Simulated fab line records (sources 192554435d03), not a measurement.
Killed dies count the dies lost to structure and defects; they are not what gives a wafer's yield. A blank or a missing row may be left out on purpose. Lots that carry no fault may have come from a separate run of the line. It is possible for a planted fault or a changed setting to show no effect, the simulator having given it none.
Which tool was responsible?    flow n5_finfet    8 lots with 24 wafers sampled at 7 steps, on a route of 1938 steps

== WHAT THE GAUGES SHOWED, per wafer ==
N5_BEOL_M4_RS_MEAS_58: a four-point-probe measurement.
lot   measured      on             M4_RS (ohm/sq)
L104  day 10 08:02  film_metro-01  0.664 0.688 0.640
L105  day 11 07:42  film_metro-02  0.802 0.764 0.824
L106  day 12 02:31  film_metro-01  0.755 0.843 0.859
L116  day 14 22:19  film_metro-02  0.697 0.686 0.691
L115  day 15 02:35  film_metro-02  0.681 0.684 0.703
L113  day 15 04:53  film_metro-01  0.734 0.680 0.641
L119  day 15 19:57  film_metro-01  0.675 0.688 0.676
L118  day 16 03:14  film_metro-02  0.664 0.647 0.697

N5_BEOL_M4_RC_MEAS_101.
lot   measured      on         COMB_M4 (S/m)                  COMB_M4_max_site (S/m)            DIBL_N (mV/V)   DIBL_P (mV/V)   IOFF_N (nA/um)     IOFF_P (nA/um)     ION_N (uA/um)  ION_P (uA/um)  SS_N (mV/dec)   SS_P (mV/dec)   VT_N (mV)          VT_P (mV)
L104  day 10 08:15  prober-02  6.3e-11 7e-11 6.5e-11          1.02e-10 8.4e-11 1.15e-10         35.1 35.5 36.0  36.0 35.5 37.3  0.153 0.151 0.173  0.219 0.206 0.240  669 672 684    472 463 472    71.1 71.0 70.8  73.1 73.2 73.6  248.4 249.5 247.6  -247.9 -250.1 -244.8
L105  day 11 07:54  prober-02  7.8e-11 9e-11 ~0.0014286       ~0.0014286 ~0.0014286 ~0.0014286  36.4 34.4 34.4  35.8 34.2 33.7  0.157 0.134 0.129  0.224 0.198 0.191  671 666 661    462 465 461    71.4 70.9 71.1  72.4 72.1 72.8  251.7 250.7 250.5  -247.5 -250.9 -251.9
L106  day 12 02:34  prober-01  7.9e-11 ~0.0014286 ~0.0014286  ~0.0014286 ~0.0014286 ~0.0014286  37.4 38.1 38.0  37.5 37.9 37.0  0.188 0.201 0.192  0.264 0.283 0.258  683 684 691    474 473 472    71.3 71.3 71.4  72.9 73.1 73.5  245.9 244.1 246.1  -243.1 -245.8 -245.2
L116  day 14 22:32  prober-01  5.3e-11 4.9e-11 5.1e-11        7.6e-11 8.8e-11 7.7e-11           35.8 35.5 34.8  36.4 34.8 34.7  0.172 0.154 0.147  0.200 0.179 0.184  682 676 677    461 458 464    70.8 71.4 70.5  73.0 73.1 72.1  246.2 247.9 250.8  -253.4 -254.3 -251.8
L115  day 15 02:38  prober-01  4.4e-11 6.5e-11 4.4e-11        6.4e-11 9.3e-11 5.5e-11           38.0 35.9 35.7  38.8 35.7 35.6  0.173 0.131 0.134  0.213 0.184 0.183  667 659 650    454 449 449    71.4 70.8 71.6  73.9 73.0 72.8  249.4 253.3 253.9  -251.8 -254.3 -253.9
L113  day 15 05:05  prober-02  5.8e-11 7.9e-11 6.4e-11        7.9e-11 1.08e-10 8.4e-11          37.2 35.2 37.3  34.9 33.0 35.3  0.162 0.126 0.164  0.192 0.172 0.212  673 674 678    456 459 460    71.7 71.4 71.6  73.2 73.3 73.9  248.4 256.2 250.0  -251.6 -251.6 -249.3
L119  day 15 20:00  prober-01  4.6e-11 4.1e-11 4.6e-11        5.3e-11 7.5e-11 7e-11             33.8 35.6 36.2  35.9 36.3 37.2  0.157 0.190 0.183  0.187 0.194 0.204  675 668 668    459 452 452    70.8 71.2 71.7  73.3 73.7 74.0  248.4 248.9 250.5  -252.7 -254.3 -252.4
L118  day 16 03:17  prober-02  5.9e-11 5e-11 5.3e-11          6.2e-11 6.8e-11 1.03e-10          35.3 34.8 34.6  36.4 34.8 35.8  0.154 0.143 0.151  0.208 0.183 0.206  679 683 691    472 466 466    71.6 70.8 71.3  72.7 72.7 72.1  247.8 248.7 250.1  -249.9 -250.5 -247.9

== WHICH TOOL RAN EACH LOT (tool, then ch and the chambers of the sampled wafers, then the start) ==
lot   N5_BEOL_M4_ANNEAL_91          N5_BEOL_M4_ANNEAL_95          N5_BEOL_M4_ANNEAL_51              N5_BEOL_M4_CMP_52              N5_BEOL_M4_DEP_57
L104  pvd_sputter-03, day 10 06:23  pvd_sputter-03, day 10 06:49  rtp_anneal-02 ch 0, day 10 07:12  cmp-04 ch 1,2,3, day 10 07:28  pecvd-04 ch 1, day 10 07:58
L105  pvd_sputter-01, day 11 06:04  pvd_sputter-01, day 11 06:31  rtp_anneal-02, day 11 06:53       cmp-04 ch 2,3, day 11 07:11    pecvd-04 ch 1,2, day 11 07:38
L106  pvd_sputter-02, day 12 00:53  pvd_sputter-02, day 12 01:20  rtp_anneal-01, day 12 01:40       cmp-02 ch 0,2,3, day 12 01:58  pecvd-03 ch 0,2, day 12 02:28
L116  pvd_sputter-02, day 14 20:29  pvd_sputter-02, day 14 20:56  rtp_anneal-02 ch 0, day 14 21:31  cmp-04 ch 0,1,3, day 14 21:46  pecvd-02 ch 0,1,2, day 14 22:15
L115  pvd_sputter-03, day 15 00:16  pvd_sputter-03, day 15 00:43  rtp_anneal-02 ch 0, day 15 01:40  cmp-02 ch 0,2,3, day 15 02:02  pecvd-04 ch 0,2, day 15 02:31
L113  pvd_sputter-03, day 15 03:10  pvd_sputter-03, day 15 03:36  rtp_anneal-02 ch 0, day 15 03:59  cmp-01 ch 0,2,3, day 15 04:16  pecvd-03 ch 0,1, day 15 04:47
L119  pvd_sputter-01, day 15 16:18  pvd_sputter-01, day 15 16:44  rtp_anneal-02 ch 0, day 15 19:05  cmp-01 ch 0,1,2, day 15 19:28  pecvd-02 ch 0,1,2, day 15 19:53
L118  pvd_sputter-03, day 16 00:19  pvd_sputter-03, day 16 00:45  rtp_anneal-02 ch 0, day 16 02:21  cmp-01 ch 1,3, day 16 02:39    pecvd-03 ch 0,2, day 16 03:09
- N5_BEOL_M4_ANNEAL_91: time 240 s.
- N5_BEOL_M4_ANNEAL_95: time 240 s.
- N5_BEOL_M4_ANNEAL_51: time 90 s.
- N5_BEOL_M4_CMP_52: polishes, stops on SiOC, t overpolish 6.8 s, target thk 40 nm.
- N5_BEOL_M4_DEP_57: deposits SiCN from 3MS/NH3, target thk 8 nm, time 14 s.

== WHAT THE TOOLS THEMSELVES READ (means of the sampled wafers that have a number; where no wafer has one, the mark that the record gives instead) ==
N5_BEOL_M4_ANNEAL_91.
lot   tool            heater_power_w (W)  susceptor_temp_C (C)  susceptor_temp_C_max
L104  pvd_sputter-03  672                 400.08                401.3
L105  pvd_sputter-01  821                 399.94                400.6
L106  pvd_sputter-02  792                 399.69                400.7
L116  pvd_sputter-02  826                 400.18                401.4
L115  pvd_sputter-03  858                 399.94                400.9
L113  pvd_sputter-03  866                 400.34                401.6
L119  pvd_sputter-01  739                 399.74                400.8
L118  pvd_sputter-03  823                 399.89                401.0

N5_BEOL_M4_ANNEAL_95.
lot   tool            heater_power_w (W)  susceptor_temp_C (C)  susceptor_temp_C_max
L104  pvd_sputter-03  671                 400.19                401.3
L105  pvd_sputter-01  827                 399.76                400.4
L106  pvd_sputter-02  806                 400.19                401.2
L116  pvd_sputter-02  814                 399.92                401.2
L115  pvd_sputter-03  863                 399.90                400.9
L113  pvd_sputter-03  871                 400.05                401.3
L119  pvd_sputter-01  736                 399.99                400.8
L118  pvd_sputter-03  837                 400.18                401.3

N5_BEOL_M4_ANNEAL_51.
lot   tool           anneal_temp_c (C)  anneal_temp_c_max  wafer_temp_C_max
L104  rtp_anneal-02  224.78             226.1              226.1
L105  rtp_anneal-02  -                  -                  -
L106  rtp_anneal-01  -                  -                  -
L116  rtp_anneal-02  225.23             226.6              226.3
L115  rtp_anneal-02  224.97             226.6              226.4
L113  rtp_anneal-02  224.79             226.1              226.1
L119  rtp_anneal-02  225.16             226.7              226.3
L118  rtp_anneal-02  225.01             226.5              226.2

N5_BEOL_M4_CMP_52.
lot   tool    barrier_field_endpoint_s (s)  motor_current_A (A)  overpolish_run_s (s)  platen_rpm (rpm)  slurry_filter_dp_kPa (kPa)  time_to_endpoint_s (s)
L104  cmp-04  24.7                          6.3                  6.805                 50.01             13.42                       60.9
L105  cmp-04  29.4                          6.7                  6.795                 49.99             13.34                       80.8
L106  cmp-02  29.1                          5.8                  6.803                 49.98             13.45                       81.1
L116  cmp-04  25.4                          6.2                  6.793                 50.04             13.51                       64.6
L115  cmp-02  24.5                          5.7                  6.799                 50.02             13.58                       61.1
L113  cmp-01  23.7                          6.0                  6.794                 50.04             13.48                       59.1
L119  cmp-01  24.0                          5.8                  6.799                 50.01             13.40                       58.4
L118  cmp-01  24.4                          5.7                  6.793                 49.95             13.45                       61.9

N5_BEOL_M4_DEP_57.
lot   tool      showerhead_plenum_p_Torr (Torr)  throttle_valve_pct (%)
L104  pecvd-04  3.687                            8.5
L105  pecvd-04  3.686                            8.6
L106  pecvd-03  3.667                            9.6
L116  pecvd-02  3.665                            9.4
L115  pecvd-04  3.666                            9.0
L113  pecvd-03  3.663                            9.5
L119  pecvd-02  3.675                            9.4
L118  pecvd-03  3.670                            9.6

== THE ANSWER, worked out from the rows above alone ==
Rule: what is usual is taken from the lots themselves. Put in order of their means at a reading, lots are off if they are a third of the lots or fewer, leave a main group of 4 or more, and stand apart from it by a gap of 3 or more times the standard deviation of the main group's means; of several such gaps the widest counts. The tables above print the reading to a certain number of digits; a main group whose means all agree to those digits is not used. Also off: a lot with no number at a reading for which 4 or more lots have one. Where the step has rows for the other lots, those lots are counted as sound. Order of review: gauges by route order, followed by the tools' own readings, for which a lot's mean as printed above is used. The first step at which some lot is off is used, and at that step the reading that is off furthest; a lot without a number counts as furthest.
Off: L105, L106, seen at N5_BEOL_M4_RS_MEAS_58 (M4_RS). For the main group the mean is 0.680 ohm/sq and the standard deviation 0.01.
If a tool, at a process step before that reading, ran all the lots that are off and no sound lot after the first of them, it fits. The gauges at N5_BEOL_M4_RS_MEAS_58 aren't tried: what is off there is off at N5_BEOL_M4_RC_MEAS_101 too, on other tools, and a gauge's error can't cause that. Of those tried, none fits.

== WHAT THE SIMULATOR PUT IN ==
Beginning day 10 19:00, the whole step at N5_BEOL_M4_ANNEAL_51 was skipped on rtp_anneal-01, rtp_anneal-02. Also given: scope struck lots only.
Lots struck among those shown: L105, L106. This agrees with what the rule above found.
